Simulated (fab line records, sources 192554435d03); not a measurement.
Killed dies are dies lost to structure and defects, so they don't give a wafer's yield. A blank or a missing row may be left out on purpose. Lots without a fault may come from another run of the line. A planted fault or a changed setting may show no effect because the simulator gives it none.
One fault seen from 3 desks | flow n5_finfet | each desk has only its own numbers; what lay behind them comes last

THE METROLOGY DESK
What the gauges read, lot by lot, whatever tool the lot ran on: means of the sampled wafers that have a number. A lot is out of limits, marked OUT, if its mean lies more than 4 standard deviations from the usual mean; the brackets give that distance. Of its 11 readings 7 are shown: the one that was out of limits first, and those that lie furthest out on some lot.
Columns: A = IOFF_P at N5_BEOL_M4_RC_MEAS_101, usual 0.21 nA/um; B = ION_N at N5_BEOL_M4_RC_MEAS_101, usual 676 uA/um; C = ION_P at N5_BEOL_M4_RC_MEAS_101, usual 462 uA/um; D = SS_N at N5_BEOL_M4_RC_MEAS_101, usual 71.5 mV/dec; E = VT_N at N5_BEOL_M4_RC_MEAS_101, usual 249 mV; F = VT_P at N5_BEOL_M4_RC_MEAS_101, usual -250 mV; G = M6_THK at N5_BEOL_M6_THK_MEAS_53, usual 79.2 nm
lot  | first seen here | A    | B   | C   | D    | E   | F    | G
L633 | day 8 21:51     | 0.26 | 693 | 471 | 71.5 | 247 | -246 | 78.8
L634 | day 9 01:47     | 0.18 | 664 | 452 | 70.4 | 253 | -249 | 77.3
L639 | day 10 05:56    | 0.17 | 672 | 452 | 71.4 | 249 | -256 | 74.7
L638 | day 10 12:07    | 0.19 | 670 | 458 | 70.3 | 251 | -251 | 78.1
L640 | day 10 15:15    | 0.17 | 667 | 454 | 70.8 | 251 | -252 | 77.7
L649 | day 12 20:24    | 0.17 | 657 | 451 | 71.0 | 255 | -256 | 156.9 (+31) OUT
L650 | day 13 01:03    | 0.21 | 675 | 462 | 71.1 | 250 | -249 | 115.4 (+14) OUT
L651 | day 13 05:24    | 0.19 | 671 | 459 | 71.5 | 250 | -251 | 80.8
L652 | day 13 22:52    | 0.23 | 665 | 463 | 72.0 | 250 | -248 | 82.4
This desk's finding: out of limits on L649, L650; first on L649, day 13 22:10 (M6_THK at N5_BEOL_M6_THK_MEAS_53). In limits: L633, L634, L639, L638, L640, L651, L652.

THE TOOL OWNER'S DESK: cmp-02
The tool's own readings at N5_BEOL_M6_CMP_52 (polishes, stops on SiCOH lowk, t overpolish 6.9 s, target thk 80 nm): means of the sampled wafers that have a number, for each lot that ran on this tool. A lot is out of limits, marked OUT, if its mean lies more than 4 standard deviations from the usual mean; the brackets give that distance.
Columns: A = barrier_field_endpoint_s at N5_BEOL_M6_CMP_52, usual 29.1 s; B = motor_current_A at N5_BEOL_M6_CMP_52, usual 5.8 A; C = overpolish_run_s at N5_BEOL_M6_CMP_52, usual 6.899 s; D = time_to_endpoint_s at N5_BEOL_M6_CMP_52, usual 64 s
lot  | first seen here | A               | B   | C                       | D
L633 | day 9 18:04     | 29.8            | 6.0 | 6.894                   | 70
L640 | day 11 11:14    | 29.2            | 5.6 | 6.909                   | 62
L649 | day 13 21:57    | 40.6 (+13) OUT  | 6.2 | 2.328 (-99 or more) OUT | 76
L650 | day 13 23:23    | 34.6 (+6.0) OUT | 6.1 | 4.609 (-99 or more) OUT | 69
This desk's finding: out of limits on L649, L650; first on L649, day 13 21:57 (barrier_field_endpoint_s at N5_BEOL_M6_CMP_52). In limits: L633, L640.

THE DEFECT DESK
What the inspections along the route counted, lot by lot: means of the sampled wafers that have a number. A lot is out of limits, marked OUT, if its mean lies more than 4 standard deviations from the usual mean; the brackets give that distance.
Columns: A = raw_defect_count at N5_BEOL_M6_INSPECT_58, usual 71
lot  | first seen here | A
L633 | day 9 18:29     | 94
L634 | day 9 23:18     | 50
L639 | day 11 04:44    | 47
L638 | day 11 11:13    | 133
L640 | day 11 11:37    | 115
L649 | day 13 22:19    | 965 (+33) OUT
L650 | day 13 23:50    | 453 (+14) OUT
L651 | day 14 02:02    | 90
L652 | day 14 21:36    | 65
This desk's finding: out of limits on L649, L650; first on L649, day 13 22:19 (raw_defect_count at N5_BEOL_M6_INSPECT_58). In limits: L633, L634, L639, L638, L640, L651, L652.

PUT TOGETHER
The tool owner's desk could have raised an alarm at day 13 21:57, on L649, L650.
The metrology desk could have raised an alarm at day 13 22:10, on L649, L650.
The defect desk could have raised an alarm at day 13 22:19, on L649, L650.
Of the lots named, all ran N5_BEOL_M6_CMP_52 on cmp-02.

WHAT THE SIMULATOR HAD PUT IN
Process parameter drift: cmp-02, from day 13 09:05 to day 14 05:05, at N5_BEOL_M6_CMP_52. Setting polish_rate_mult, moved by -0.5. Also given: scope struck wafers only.
Lots struck among those shown: L649, L650.
Hours from the fault's start to each desk's first reading out of limits: the tool owner's desk, 13; the metrology desk, 13; the defect desk, 13.
